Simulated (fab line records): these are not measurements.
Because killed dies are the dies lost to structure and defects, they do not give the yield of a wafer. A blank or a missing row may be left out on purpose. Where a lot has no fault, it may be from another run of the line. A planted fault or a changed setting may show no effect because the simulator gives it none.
A struck lot beside a sound one ; flow nand-harc ; 13 out of 1159 route steps
Sound: wafers L777.2, L777.3, L777.5. Wafers struck: L765.2, L765.3, L765.6. The cause comes at the end.
At each step with rows: each side's tool, then ch and its chambers, then its first start. Under that, the readings that differ: sound wafers ; struck wafers ; difference of the means ; sigmas: that difference in standard deviations of wafers without a fault.
alike: readings with means less than 2 such deviations apart, plus words and numbers identical on both sides. not compared: withheld readings, readings lacking a value on some wafer, bounds such as >300 that could conceal the same value, and numbers that have no deviation in the record and whose values overlap.
Wherever a step has rows on one side only, a row that says differs or no value, or a row with sigmas, the two part there. Numbers that have no deviation but don't overlap get no sigmas and don't part them. Lack of a reading on every wafer of one side parts them only where that side has two or more wafers.

first, 1 step without rows for these wafers: NHARC_A_WL_FILL_ALD_10 (deposits SiO2, target thk 50 nm, pulse time 10 s, ald cycles 500).
NHARC_A_WL_FILL_ETCHBACK_16: etches the open film in C4F8/O2/Ar, target depth 88 nm, time 17.6 s.
  sound: rie-diel-04 ch 1,3; struck: rie-diel-04 ch 1,2,3
  alike: oes-product-au, rf-vpp-V
  not compared: rf-hours-counter-h
NHARC_A_WL_FILL_STRIP_29: strips in O2, time 20 s.
  sound on rie-diel-04 ch 0,1,3, day 19 19:44; struck on rie-diel-04 ch 0,3, day 16 22:42
  alike: drypump-motor-current-A, mfc-ar-sccm, o2-flow-sccm, oes-product-au, rf-vpp-V, showerhead-plenum-p-Torr, throttle-valve-pct
  not compared: rf-hours-counter-h
then, 4 steps without rows for these wafers: NHARC_A_WL_FILL_ETCHBACK_17 (etches the open film in Cl2/BCl3, target depth 4 nm, time 26.7 s); NHARC_A_WL_FILL_PRECLEAN_18 (cleans in dHF, time 30 s); NHARC_A_WL_FILL_SRD_21; NHARC_A_WL_FILL_CVD_23 (deposits poly-Si, target thk 40 nm, time 800 s).
NHARC_A_WL_FILL_ETCHBACK_26: etches the open film in HBr, target depth 52 nm, time 13.3 s.
  sound on rie-si-01 ch 0,1,2, day 20 01:02; struck on rie-si-01 ch 2,3, day 17 04:12
  alike: drypump-motor-current-A, oes-product-au, throttle-valve-pct
  not compared: rf-hours-counter-h
then, 2 steps without rows for these wafers: NHARC_A_WL_FILL_PRECLEAN_30 (cleans in dHF, time 10 s); NHARC_A_WL_FILL_SRD_14.
NHARC_A_WL_FILL_ALD_19: deposits TiN, target thk 2 nm, pulse time 3 s, ald cycles 100.
  sound on ald-metal-03 ch 1,2, day 20 01:18; struck on ald-metal-03 ch 0,1,3, day 17 04:30
  alike: heater-power-w, precursor-pulse-height-rel
  not compared: since-wet-clean-h
NHARC_A_WL_FILL_CVD_20: deposits W, target thk 75 nm, time 5064 s.
  sound: cvd-w-02 ch 0,1; struck: cvd-w-01 ch 0,1
  alike: heater-power-w, mfc-ar-sccm, mfc-h2-sccm, mfc-wf6-sccm, throttle-valve-pct
  not compared: since-wet-clean-h
NHARC_A_WL_FILL_CMP_12: polishes, t overpolish 30 s, target thk 75 nm.
  sound on cmp-04 ch 0,1, day 20 07:55; struck on cmp-03 ch 0,3, day 17 16:58
reading;sound;struck;difference;sigmas
time-to-endpoint-s (s);15.4 15.1 14.3;7.8 8.0 7.2;-7.3;-4
  alike: edge-zone-pressure-frac, motor-current-A, overpolish-run-s, slurry-flow-ml-min

## WHERE THEY PART
Only at NHARC_A_WL_FILL_CMP_12, within this record.

WHY: what had been put in by the simulator
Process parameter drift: cmp-03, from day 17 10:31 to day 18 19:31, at NHARC_A_WL_FILL_CMP_12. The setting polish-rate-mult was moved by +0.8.
